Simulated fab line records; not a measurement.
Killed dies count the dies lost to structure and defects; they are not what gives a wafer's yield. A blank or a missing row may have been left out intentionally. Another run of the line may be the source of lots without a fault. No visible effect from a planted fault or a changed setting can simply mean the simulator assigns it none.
fab line records | flow nandHarc
record: lots: 12 | wafers: 35 | lastDay: 34
route steps=1302 shown P_BONDPAD@364 A_ONON_D1@424 END@1302
lots that met no fault: from a run of the same line without faults
startH: the number of hours between the record's first day and the start of the first shown wafer of the lot | waitH: hours elapsed since this lot's preceding step | " as in the row above | L1.1+2: a single row standing in for several wafers | - no value present, or no start provided | * or withheld: withheld | < > ~ a bound
route shown NAME@n: names a module that has steps shown in the file, with the first one's number in the route | usual: mean/standard deviation of fault-free wafers | same: alike in all rows | chamber/n: place in a boat | sites: per-site readings | _std_site: their standard deviation | _edge_site: inner sites' mean taken away from outer sites' mean | radiusMm: how far each site lies from the wafer's centre | mask NAME#n: copy n | behind: the tool/chamber that last shaped the wafer | hold: cause of the lot's hold/its duration in hours/its outcome | device: the transistor (n, p or np) that didn't switch | end of line: the same wafers' tests at the end of the route | a step with no rows: only its recipe | killed: dies lost to structure and defects at the first sort, not the wafer's yield | map: shows each die of a wafer: x if killed, . if not, _ if none is there
set.NAME: the setting as run; set.NAME@STEP: as run at that earlier step | model.NAME: the simulator's own value behind a step, which no gauge read
a sample of lots followed through the steps of the route, with each step as a table and each wafer as a row
services: a tool's chamber out of use, with start hour (startH, from the record's first day; less than 0 if before it), hours out, and reason
== steps ==
step: NHARC_P_BONDPAD_CD_MEAS_09
recipe: targetCdNm: 500 | landingEnergyEv: 500
usual: cdNm: 500.0/1.7
lot.wafer | tool     | chamber | startH | waitH | cdNm
L358.2    | cdSem-03 | 0       | 131.78 | -     | 502.1
L358.4    | "        | 0       | "      | "     | 502.5
L358.5    | "        | 0       | "      | "     | 501.8
L359.2    | cdSem-02 | 0       | 144.88 | -     | 502.8
L359.3    | "        | 0       | "      | "     | 502.6
L359.5    | "        | 0       | "      | "     | 501.5
L360.1    | cdSem-02 | 0       | 155.92 | -     | 498.9
L360.2    | "        | 0       | "      | "     | 500.6
L360.4    | "        | 0       | "      | "     | 499.6
L366.5    | cdSem-01 | 0       | 220.90 | -     | 501.7
L366.6    | "        | 0       | "      | "     | 499.5
L367.1    | cdSem-01 | 0       | 231.05 | -     | 499.8
L367.4    | "        | 0       | "      | "     | 498.0
L367.6    | "        | 0       | "      | "     | 497.8
L368.4    | cdSem-02 | 0       | 247.08 | -     | 501.8
L368.5    | "        | 0       | "      | "     | 502.5
L368.6    | "        | 0       | "      | "     | 503.6
L374.1    | cdSem-02 | 0       | 297.04 | -     | 501.6
L374.2    | "        | 0       | "      | "     | 501.0
L374.6    | "        | 0       | "      | "     | 501.1
L375.2    | cdSem-01 | 0       | 308.43 | -     | 499.2
L375.3    | "        | 0       | "      | "     | 498.8
L375.6    | "        | 0       | "      | "     | 498.0
L377.2    | cdSem-03 | 0       | 324.05 | -     | 500.9
L377.3    | "        | 0       | "      | "     | 501.9
L377.4    | "        | 0       | "      | "     | 503.0
L379.1    | cdSem-03 | 0       | 342.96 | -     | 504.0
L379.2    | "        | 0       | "      | "     | 504.1
L379.5    | "        | 0       | "      | "     | 501.1
L378.1    | cdSem-01 | 0       | 346.27 | -     | 500.3
L378.2    | "        | 0       | "      | "     | 500.8
L378.5    | "        | 0       | "      | "     | 498.8
L381.2    | cdSem-03 | 0       | 373.06 | -     | 500.5
L381.5    | "        | 0       | "      | "     | 500.0
L381.6    | "        | 0       | "      | "     | 500.7
step: NHARC_P_BONDPAD_ETCH_37
recipe: targetDepthA: 600 | overetchA: 180 | timeS: 65.91 | ionEnergyEv: 200 | n2FlowSccm: 150 | h2FlowSccm: 150 | arFlowSccm: 0 | rfW: 400 | biasW: 150 | chemistry: N2/H2
usual: chamberPressureMTorr: 30.002/0.028 | drypumpMotorCurrentA: 5.5/0.45 | n2FlowSccm: 150.0/0.44 | oesProductAu: 0.999/0.013 | rfVppV: 431.5/2.3 | showerheadPlenumPTorr: 2.08/0.078 | throttleValvePct: 14.171/0.0093
lot.wafer | tool       | chamber | startH | waitH | chamberPressureMTorr | drypumpMotorCurrentA | n2FlowSccm | oesProductAu | rfHoursCounterH | rfVppV | showerheadPlenumPTorr | throttleValvePct
L358.4    | rieDiel-12 | 1       | 132.07 | 0.1   | 29.979               | 6.0                  | 149.8      | 0.982        | 1.8             | 429.9  | 2.05                  | 14.160
L358.2    | "          | 3       | "      | "     | 30.037               | 5.1                  | 150.3      | 0.993        | 2.3             | 433.1  | 2.10                  | 14.166
L358.5    | "          | 2       | "      | "     | 30.002               | 4.9                  | 150.2      | 0.981        | -               | 431.0  | 2.08                  | 14.174
L359.3    | rieDiel-12 | 2       | 145.17 | 0.1   | 29.978               | 4.9                  | 149.3      | 1.002        | 2.4             | 431.8  | 2.08                  | 14.163
L359.2    | "          | 1       | "      | "     | 30.030               | 6.0                  | 150.0      | 1.006        | 2.3             | 430.1  | 2.05                  | 14.148
L359.5    | "          | 2       | "      | "     | 29.976               | 4.8                  | 149.4      | 1.002        | -               | 431.3  | 2.08                  | 14.169
L360.1    | rieDiel-05 | 1       | 156.23 | 0.1   | 30.034               | 6.2                  | 150.6      | 1.008        | 1.7             | 431.4  | 2.07                  | 14.177
L360.2    | "          | 2       | "      | "     | 29.965               | 5.9                  | 150.0      | 1.006        | 1.8             | 433.5  | 2.19                  | 14.181
L360.4    | "          | 3       | "      | "     | 29.953               | 5.4                  | 150.0      | 0.999        | 1.8             | 435.4  | 2.20                  | 14.172
L366.5    | rieDiel-12 | 0       | 221.21 | 0.1   | 29.961               | 5.3                  | 150.7      | 0.974        | -               | 431.6  | 2.11                  | 14.152
L366.6    | "          | 1       | "      | "     | 29.983               | 6.0                  | 150.5      | 0.995        | -               | 431.2  | 2.04                  | 14.169
L367.1    | rieDiel-12 | 3       | 231.34 | 0.1   | 30.022               | 5.1                  | 149.9      | 1.004        | 8.2             | 430.9  | 2.10                  | 14.184
L367.4    | "          | 1       | "      | "     | 30.058               | 6.1                  | 150.8      | 1.003        | 7.9             | 431.1  | 2.04                  | 14.168
L367.6    | "          | 3       | "      | "     | 29.970               | 5.1                  | 150.1      | 1.013        | -               | 432.6  | 2.10                  | 14.167
L368.4    | rieDiel-08 | 2       | 247.39 | 0.1   | 30.013               | 5.3                  | 149.5      | 1.011        | 4.4             | 432.3  | 2.11                  | 14.182
L368.6    | "          | 3       | "      | "     | 30.022               | 6.0                  | 150.3      | 1.005        | -               | 432.9  | 2.17                  | 14.185
L368.5    | "          | 0       | "      | "     | 29.980               | 5.5                  | 150.3      | 1.011        | -               | 428.5  | 1.91                  | 14.178
L374.2    | rieDiel-12 | 2       | 297.33 | 0.1   | 29.972               | 4.9                  | 150.1      | 0.990        | 0.7             | 432.3  | 2.08                  | 14.163
L374.1    | "          | 3       | "      | "     | 30.004               | 5.1                  | 149.9      | 0.988        | 0.7             | 431.4  | 2.10                  | 14.176
L374.6    | "          | 3       | "      | "     | 30.063               | 5.1                  | 150.3      | 0.988        | -               | 431.8  | 2.10                  | 14.182
L375.3    | rieDiel-08 | 2       | 308.73 | 0.1   | 30.030               | 5.3                  | 150.0      | 1.006        | 8.9             | 434.4  | 2.11                  | 14.182
L375.2    | "          | 0       | "      | "     | 30.004               | 5.5                  | 149.8      | 1.011        | 7.0             | 427.0  | 1.90                  | 14.175
L375.6    | "          | 2       | "      | "     | 29.997               | 5.3                  | 149.8      | 1.015        | -               | 433.4  | 2.11                  | 14.175
L377.4    | rieDiel-12 | 1       | 324.35 | 0.1   | 30.011               | 6.0                  | 151.0      | 0.995        | 2.9             | 432.8  | 2.04                  | 14.153
L377.2    | "          | 2       | "      | "     | 30.012               | 4.9                  | 149.2      | 0.999        | 2.6             | 430.8  | 2.08                  | 14.172
L377.3    | "          | 3       | "      | "     | 29.928               | 5.1                  | 150.1      | 1.014        | 2.6             | 432.7  | 2.10                  | 14.175
L379.1    | rieDiel-05 | 2       | 343.26 | 0.1   | 30.011               | 5.9                  | 149.9      | 0.979        | 1.2             | 433.7  | 2.19                  | 14.177
L379.2    | "          | 0       | "      | "     | 30.050               | 6.1                  | 150.1      | 1.002        | 1.3             | 426.1  | 1.94                  | 14.162
L379.5    | "          | 2       | "      | "     | 30.014               | 5.9                  | 149.9      | 1.002        | -               | 434.8  | 2.19                  | 14.178
L378.1    | rieDiel-05 | 0       | 346.57 | 0.1   | 29.977               | 6.1                  | 149.8      | 1.001        | 1.4             | 428.8  | 1.94                  | 14.176
L378.2    | "          | 3       | "      | "     | 30.006               | 5.3                  | 149.7      | 1.002        | 1.2             | 433.9  | 2.20                  | 14.164
L378.5    | "          | 0       | "      | "     | 29.961               | 6.1                  | 149.1      | 0.989        | -               | 427.2  | 1.94                  | 14.180
L381.2    | rieDiel-12 | 0       | 373.37 | 0.1   | 30.010               | 5.2                  | 150.1      | 0.985        | 5.3             | 432.0  | 2.10                  | 14.159
L381.6    | "          | 2       | "      | "     | 30.009               | 4.9                  | 149.9      | 0.992        | -               | 432.6  | 2.07                  | 14.156
L381.5    | "          | 3       | "      | "     | 29.971               | 5.1                  | 149.8      | 1.024        | -               | 430.3  | 2.10                  | 14.155
step: NHARC_P_BONDPAD_DEGAS_25
recipe: tempC: 300 | timeS: 60
usual: heaterPowerW: 471/53
lot.wafer | tool          | chamber | startH | waitH | heaterPowerW
L358.4    | pvdSputter-02 | -       | 132.95 | -     | 489
L358.2    | "             | -       | "      | "     | 437
L358.5    | "             | -       | "      | "     | 431
L359.2    | pvdSputter-02 | -       | 146.02 | -     | 482
L359.3    | "             | -       | "      | "     | 442
L359.5    | "             | -       | "      | "     | 427
L360.4    | pvdSputter-01 | -       | 157.08 | -     | 528
L360.1    | "             | -       | "      | "     | 423
L360.2    | "             | -       | "      | "     | 423
L366.6    | pvdSputter-01 | -       | 222.06 | -     | 514
L366.5    | "             | -       | "      | "     | 440
L367.4    | pvdSputter-02 | -       | 232.20 | -     | 435
L367.1    | "             | -       | "      | "     | 434
L367.6    | "             | -       | "      | "     | 441
L368.4    | pvdSputter-03 | -       | 248.22 | -     | 560
L368.5    | "             | -       | "      | "     | 552
L368.6    | "             | -       | "      | "     | 481
L374.1    | pvdSputter-01 | -       | 298.21 | -     | 612
L374.2    | "             | -       | "      | "     | 531
L374.6    | "             | -       | "      | "     | 435
L375.3    | pvdSputter-01 | -       | 309.58 | -     | 434
L375.2    | "             | -       | "      | "     | 533
L375.6    | "             | -       | "      | "     | 619
L377.4    | pvdSputter-03 | -       | 325.20 | -     | 425
L377.2    | "             | -       | "      | "     | 572
L377.3    | "             | -       | "      | "     | 464
L379.1    | pvdSputter-01 | -       | 344.12 | -     | 432
L379.2    | "             | -       | "      | "     | 426
L379.5    | "             | -       | "      | "     | 596
L378.2    | pvdSputter-03 | -       | 347.42 | -     | 452
L378.1    | "             | -       | "      | "     | 570
L378.5    | "             | -       | "      | "     | 456
L381.2    | pvdSputter-03 | -       | 374.21 | -     | 545
L381.6    | "             | -       | "      | "     | 440
L381.5    | "             | -       | "      | "     | 568
step: NHARC_A_ONON_D1_DEP_00
recipe: targetThkA: 10000 | n2FlowSccm: 2750 | n2oFlowSccm: 2000 | nh3FlowSccm: 500 | sih4FlowSccm: 210 | tempC: 400
usual: n2FlowSccm: 2749/7.8 | n2oFlowSccm: 2001/6.2
lot.wafer | tool         | chamber | startH | waitH | n2FlowSccm | n2oFlowSccm
L358.2    | pecvdOnon-03 | 0       | 160.40 | 0.1   | 2741       | 2003
L358.4    | "            | 0       | "      | "     | 2749       | 2002
L358.5    | "            | 0       | "      | "     | 2740       | 1996
L359.2    | pecvdOnon-03 | 0       | 175.25 | 0.1   | 2746       | 1994
L359.3    | "            | 0       | "      | "     | 2763       | 1999
L359.5    | "            | 0       | "      | "     | 2759       | 1997
L360.1    | pecvdOnon-03 | 0       | 184.30 | 0.1   | 2751       | 2012
L360.2    | "            | 0       | "      | "     | 2749       | 2002
L360.4    | "            | 0       | "      | "     | 2740       | 2010
L366.5    | pecvdOnon-03 | 0       | 249.54 | 0.3   | 2761       | 1995
L366.6    | "            | 0       | "      | "     | 2751       | 1997
L367.1    | pecvdOnon-03 | 0       | 256.74 | 0.1   | 2752       | 1998
L367.4    | "            | 0       | "      | "     | 2747       | 2004
L367.6    | "            | 0       | "      | "     | 2742       | 2004
L368.4    | pecvdOnon-03 | 0       | 271.38 | 0.2   | 2756       | 2005
L368.5    | "            | 0       | "      | "     | 2752       | 2013
L368.6    | "            | 0       | "      | "     | 2756       | 2006
L374.1    | pecvdOnon-04 | 0       | 325.77 | 0.1   | 2744       | 2000
L374.2    | "            | 0       | "      | "     | 2747       | 1995
L374.6    | "            | 0       | "      | "     | 2755       | 2001
L375.2    | pecvdOnon-03 | 0       | 335.33 | 0.1   | 2743       | 2003
L375.3    | "            | 0       | "      | "     | 2744       | 2013
L375.6    | "            | 0       | "      | "     | 2755       | 2010
L377.2    | pecvdOnon-03 | 0       | 353.51 | 0.1   | 2758       | 2001
L377.3    | "            | 0       | "      | "     | 2754       | 1994
L377.4    | "            | 0       | "      | "     | 2763       | 1995
L379.1    | pecvdOnon-03 | 0       | 368.82 | 0.1   | 2749       | 2006
L379.2    | "            | 0       | "      | "     | 2755       | 2000
L379.5    | "            | 0       | "      | "     | 2747       | 1998
L378.1    | pecvdOnon-03 | 0       | 372.60 | 0.1   | 2744       | 2008
L378.2    | "            | 0       | "      | "     | 2747       | 2004
L378.5    | "            | 0       | "      | "     | 2746       | 2003
L381.2    | pecvdOnon-03 | 0       | 398.53 | 0.1   | 2750       | 2010
L381.5    | "            | 0       | "      | "     | 2758       | 2007
L381.6    | "            | 0       | "      | "     | 2750       | 2009
step: NHARC_A_ONON_D1_THK_MEAS_02
recipe: thkMeasGauge: ellipsometry
usual: thkNm: 999/7.4
lot.wafer | tool         | chamber | startH | waitH | thkNm
L358.2    | filmMetro-01 | -       | 160.85 | -     | 1000
L358.4    | "            | -       | "      | "     | 999
L358.5    | "            | -       | "      | "     | 999
L359.2    | filmMetro-01 | -       | 175.71 | -     | 1005
L359.3    | "            | -       | "      | "     | 1005
L359.5    | "            | -       | "      | "     | 1005
L360.1    | filmMetro-02 | -       | 184.81 | -     | 992
L360.2    | "            | -       | "      | "     | 992
L360.4    | "            | -       | "      | "     | 992
L366.5    | filmMetro-02 | -       | 249.82 | -     | 1006
L366.6    | "            | -       | "      | "     | 639
L367.1    | filmMetro-02 | -       | 257.25 | -     | 993
L367.4    | "            | -       | "      | "     | 991
L367.6    | "            | -       | "      | "     | 626
L368.4    | filmMetro-02 | -       | 271.71 | -     | 988
L368.5    | "            | -       | "      | "     | 989
L368.6    | "            | -       | "      | "     | 619
L374.1    | filmMetro-02 | -       | 326.28 | -     | 998
L374.2    | "            | -       | "      | "     | 999
L374.6    | "            | -       | "      | "     | 999
L375.2    | filmMetro-01 | -       | 335.78 | -     | 1009
L375.3    | "            | -       | "      | "     | 1008
L375.6    | "            | -       | "      | "     | 1008
L377.2    | filmMetro-02 | -       | 353.96 | -     | 1012
L377.3    | "            | -       | "      | "     | 1011
L377.4    | "            | -       | "      | "     | 1012
L379.1    | filmMetro-01 | -       | 369.33 | -     | 993
L379.2    | "            | -       | "      | "     | 995
L379.5    | "            | -       | "      | "     | 993
L378.1    | filmMetro-02 | -       | 373.13 | -     | 1004
L378.2    | "            | -       | "      | "     | 1006
L378.5    | "            | -       | "      | "     | 1005
L381.2    | filmMetro-01 | -       | 398.98 | -     | 1000
L381.5    | "            | -       | "      | "     | 998
L381.6    | "            | -       | "      | "     | 999
step: NHARC_END_SORT_01
recipe: tempC: 25
usual: killedAtArray: 52/17 | killedAtOther: 0.9/1.2 | killedAtPeriphery: 3.9/2.7 | killedDies: 57/16 | killedOpen: 3.3/1.9 | killedShort: 2.5/1.5
same: grossDies: 677
lot.wafer | tool      | chamber | startH | waitH | killedAtArray | killedAtOther | killedAtPeriphery | killedDies | killedOpen | killedShort
L366.5    | prober-02 | 0       | 650.24 | 3.7   | 27            | 0             | 3                 | 30         | 2          | 3
L366.6    | prober-02 | 0       | 651.03 | 4.0   | 674           | 1             | 2                 | 677        | 2          | 3
L367.1    | prober-02 | 0       | 654.81 | 2.5   | 57            | 3             | 6                 | 66         | 3          | 2
L367.4    | prober-02 | 0       | 657.23 | 3.4   | 48            | 2             | 5                 | 55         | 4          | 1
L367.6    | prober-02 | 0       | 658.83 | 4.0   | 670           | 2             | 5                 | 677        | 3          | 2
L368.4    | prober-02 | 0       | 672.18 | 3.4   | 42            | 1             | 7                 | 50         | 3          | 2
L368.5    | prober-02 | 0       | 672.97 | 3.7   | 43            | 0             | 7                 | 50         | 2          | 1
L368.6    | prober-02 | 0       | 673.76 | 4.0   | 673           | 0             | 4                 | 677        | 4          | 2
killed by level:class
L366.5 A_SLIT:chamberFilmFlake=10 A_CHANNEL_HOLE_D2:chamberFilmFlake=5 A_CONTACT:chamberFilmFlake=4 A_DECK1_JOINT:chamberFilmFlake=2 P_M0:geometricParticle:open=1 P_M0:geometricParticle:short=1 A_ONON_D1:geometricParticle:open=1 A_CHANNEL_FILL_D1:geometricParticle:short=1
L366.6 A_ONON_D1:areaDep=630 A_SLIT:chamberFilmFlake=23 A_CHANNEL_HOLE_D2:chamberFilmFlake=6 A_CONTACT:chamberFilmFlake=5 A_CHANNEL_HOLE_D1:chamberFilmFlake=3 A_STAIRCASE:chamberFilmFlake=2 A_DECK1_JOINT:geometricParticle:short=1 A_CHANNEL_FILL_D2:geometricParticle:open=1
L367.1 A_CHANNEL_HOLE_D1:chamberFilmFlake=35 A_CONTACT:chamberFilmFlake=9 A_CHANNEL_HOLE_D2:chamberFilmFlake=7 A_SLIT:chamberFilmFlake=3 THIN_TSV:chamberFilmFlake=3 P_CONTACT:geometricParticle:open=2 P_STI:chamberFilmFlake=2 P_M0:geometricParticle:open=1
L367.4 A_CHANNEL_HOLE_D1:chamberFilmFlake=30 A_CHANNEL_HOLE_D2:chamberFilmFlake=7 A_CONTACT:chamberFilmFlake=7 P_STI:chamberFilmFlake=3 THIN_TSV:chamberFilmFlake=2 P_GATE:geometricParticle:open=1 P_CONTACT:geometricParticle:open=1 A_ONON_D1:geometricParticle:open=1
L367.6 A_ONON_D1:areaDep=615 A_CHANNEL_HOLE_D1:chamberFilmFlake=29 A_CHANNEL_HOLE_D2:chamberFilmFlake=12 A_CONTACT:chamberFilmFlake=6 P_STI:chamberFilmFlake=4 A_CHANNEL_FILL_D1:chamberFilmFlake=2 THIN_TSV:chamberFilmFlake=2 A_ONON_D1:geometricParticle:open=1
L368.4 A_SLIT:chamberFilmFlake=25 A_CHANNEL_HOLE_D1:chamberFilmFlake=4 A_M1:chamberFilmFlake=4 P_GATE:chamberFilmFlake=3 P_STI:chamberFilmFlake=2 A_STAIRCASE:chamberFilmFlake=2 P_GATE:geometricParticle:open=1 P_M0:geometricParticle:short=1
L368.5 A_SLIT:chamberFilmFlake=32 A_CONTACT:chamberFilmFlake=4 P_STI:chamberFilmFlake=3 A_CHANNEL_HOLE_D1:chamberFilmFlake=3 P_ZERO_WELL:chamberFilmFlake=2 P_GATE:chamberFilmFlake=2 A_ONON_D1:geometricParticle:short=1 A_ONON_D1:geometricParticle:open=1
L368.6 A_ONON_D1:areaDep=639 A_SLIT:chamberFilmFlake=12 A_CONTACT:chamberFilmFlake=7 A_CHANNEL_HOLE_D1:chamberFilmFlake=5 A_CHANNEL_FILL_D1:chamberFilmFlake=3 P_GATE:geometricParticle:open=1 A_ONON_D1:geometricParticle:short=1 A_DECK1_JOINT:geometricParticle:open=1
== services ==
tool          | chamber | startH | hours | kind
rieDiel-05    | 1       | 142.28 | 9.5   | repair
pvdSputter-01 | -       | 145.41 | 2.1   | repair
pvdSputter-03 | -       | 157.51 | 3.3   | repair
rieDiel-12    | -       | 169.54 | 0.1   | repair
pvdSputter-03 | -       | 170.00 | 10.0  | pm
rieDiel-05    | 1       | 171.65 | 10.0  | repair
rieDiel-08    | 1       | 178.56 | 8.2   | repair
rieDiel-05    | 3       | 182.95 | 2.4   | repair
rieDiel-08    | -       | 190.80 | 9.0   | pm
rieDiel-05    | 1       | 191.18 | 6.6   | repair
pvdSputter-01 | -       | 226.05 | 10.0  | pm
pecvdOnon-03  | -       | 227.00 | 13.0  | pm
rieDiel-05    | -       | 229.60 | 9.0   | pm
rieDiel-08    | -       | 244.33 | 0.6   | repair
rieDiel-05    | -       | 260.30 | 59.0  | repair
rieDiel-12    | 3       | 263.90 | 6.3   | repair
pvdSputter-01 | -       | 265.42 | 5.2   | repair
rieDiel-12    | -       | 268.40 | 9.0   | pm
pvdSputter-02 | -       | 282.03 | 10.0  | pm
rieDiel-12    | 2       | 331.56 | 6.1   | repair
pvdSputter-01 | -       | 334.22 | 7.3   | repair
pvdSputter-03 | -       | 348.00 | 10.0  | pm
pvdSputter-01 | -       | 387.88 | 9.1   | repair
rieDiel-05    | -       | 397.65 | 1.8   | repair
== key ==
firstSign: step: NHARC_A_ONON_D1_THK_MEAS_02 | reading: thkNm | direction: down | sigmas: 50 | usual: 999 | struck: 628
effect: step: NHARC_END_SORT_01 | reading: killedDies | direction: up | sigmas: 38 | usual: 57 | struck: 677
moreKillsBornAt: NHARC_A_ONON_D1_DEP_00@pecvdOnon-03: 1884
metAt NHARC_A_ONON_D1_DEP_00
struckLots L366,L367,L368
struckWafers L366.6,L367.6,L368.6
laterRowsLeftOut L366.6,L367.6,L368.6
testerLeftOut L366,L367,L368
notActingAt NHARC_P_BONDPAD_CD_MEAS_09,NHARC_P_BONDPAD_ETCH_37,NHARC_P_BONDPAD_DEGAS_25
onsetBetween 184.30 249.54
fault: kind: processParameterDrift | tool: pecvdOnon-03 | chamber: - | onsetH: 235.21 | steps: NHARC_A_ONON_D1_DEP_00 | channel: targetThkA | offset: * | shape: step | endH: 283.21 | scope: struckWafersOnly | actsIn: * | stated: *
testerLeftOut: of these lots the tester's yield and bins aren't shown, on N5 and GAA mostly nor the transistor test; their killed dies are dies lost to structure and defects alone, not to doping, threshold or leakage, so they don't give the yield
laterRowsLeftOut: the simulator's readings of these wafers behind a module that went badly wrong aren't trusted and aren't shown, but for the sort
